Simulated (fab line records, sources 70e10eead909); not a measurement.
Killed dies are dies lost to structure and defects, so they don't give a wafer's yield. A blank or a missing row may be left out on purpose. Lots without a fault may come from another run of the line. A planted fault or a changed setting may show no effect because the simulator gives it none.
A struck lot beside a sound one | flow nand_harc | 14 steps out of a route of 1302
Sound: wafers L636.2, L636.3, L636.4. Struck: wafers L649.1, L649.2, L649.4. The cause comes at the end.
At each step with rows: each side's tool, then ch and its chambers, then its first start. Under that, the readings that differ: sound wafers | struck wafers | difference of the means | sigmas: that difference in standard deviations of wafers without a fault.
alike: readings whose means differ by less than 2 such deviations, and words and numbers that are the same on both sides. not compared: withheld readings, readings that some wafer has no value for, bounds like >300 that may hide the same value, and numbers for which the record gives no deviation and whose values overlap.
The two part at a step that has a row with sigmas, a row that says differs or no value, or rows on one side only. Numbers that don't overlap but have no deviation are shown without sigmas and don't part them. A reading that every wafer of one side lacks parts them only if that side has two wafers or more.

first, 1 step without rows for these wafers: NHARC_A_ONON_D2_DEP_19 (target thk 1000 nm).
NHARC_A_ONON_D2_THK_MEAS_21: measures by ellipsometry.
  sound on film_metro-01, day 12 21:01; struck on film_metro-01, day 18 02:40
  alike: thk_nm
then, 1 step without rows for these wafers: NHARC_A_ONON_D2_DEP_22 (target thk 1000 nm).
NHARC_A_ONON_D2_THK_MEAS_24: measures by ellipsometry.
  sound on film_metro-01, day 12 21:35; struck on film_metro-02, day 18 03:14
  alike: thk_nm
then, 1 step without rows for these wafers: NHARC_A_ONON_D2_DEP_25 (target thk 1000 nm).
NHARC_A_ONON_D2_THK_MEAS_27: measures by ellipsometry.
  sound on film_metro-02, day 12 22:09; struck on film_metro-01, day 18 03:47
  reading     | sound          | struck      | difference | sigmas
  thk_nm (nm) | 1003 1003 1004 | 971 969 971 | -33        | -3
then, 1 step without rows for these wafers: NHARC_A_ONON_D2_DEP_28 (target thk 1000 nm).
NHARC_A_ONON_D2_THK_MEAS_30: measures by ellipsometry.
  sound on film_metro-01, day 12 22:43; struck on film_metro-01, day 18 04:22
  alike: thk_nm
NHARC_A_ONON_D2_DEP_33: deposits SiO2, target thk 200 nm.
  sound on pecvd-01 ch 0,2, day 12 22:46; struck on pecvd-03 ch 0,1, day 18 04:26
  alike: heater_power_w, throttle_valve_pct
NHARC_A_ONON_D2_THK_MEAS_34: measures by ellipsometry.
  sound on film_metro-01, day 12 23:13; struck on film_metro-01, day 18 04:50
  alike: thk_nm
NHARC_A_ONON_D2_INSPECT_32:
  sound on defect_inspect-01, day 12 23:16; struck on defect_inspect-01, day 18 04:56
  alike: raw_defect_count
NHARC_A_CHANNEL_HOLE_D2_DEP_00: deposits aC, target thk 3100 nm.
  sound on acl_dep-03 ch 0, day 12 23:40; struck on acl_dep-01 ch 0, day 18 07:06
  alike: throttle_valve_pct
NHARC_A_CHANNEL_HOLE_D2_DEP_01: deposits SiON, target thk 140 nm.
  sound on pecvd-02 ch 0,1,2, day 13 01:17; struck on pecvd-01 ch 1,2, day 18 09:18
  alike: heater_power_w
-- the record jumps here: 11 days lie between the struck wafers' starts before and after (it left off in module A_CHANNEL_HOLE_D2 and takes up again in module END, whose first step shown is number 1302 of the route) --
NHARC_END_SORT_01:
  the record has rows for the struck wafers here (prober-01 ch 0, day 29 10:26) and none for the sound ones

WHERE THEY PART
First at NHARC_A_ONON_D2_THK_MEAS_27; last, within this record, at NHARC_END_SORT_01.

WHY: what the simulator had put in
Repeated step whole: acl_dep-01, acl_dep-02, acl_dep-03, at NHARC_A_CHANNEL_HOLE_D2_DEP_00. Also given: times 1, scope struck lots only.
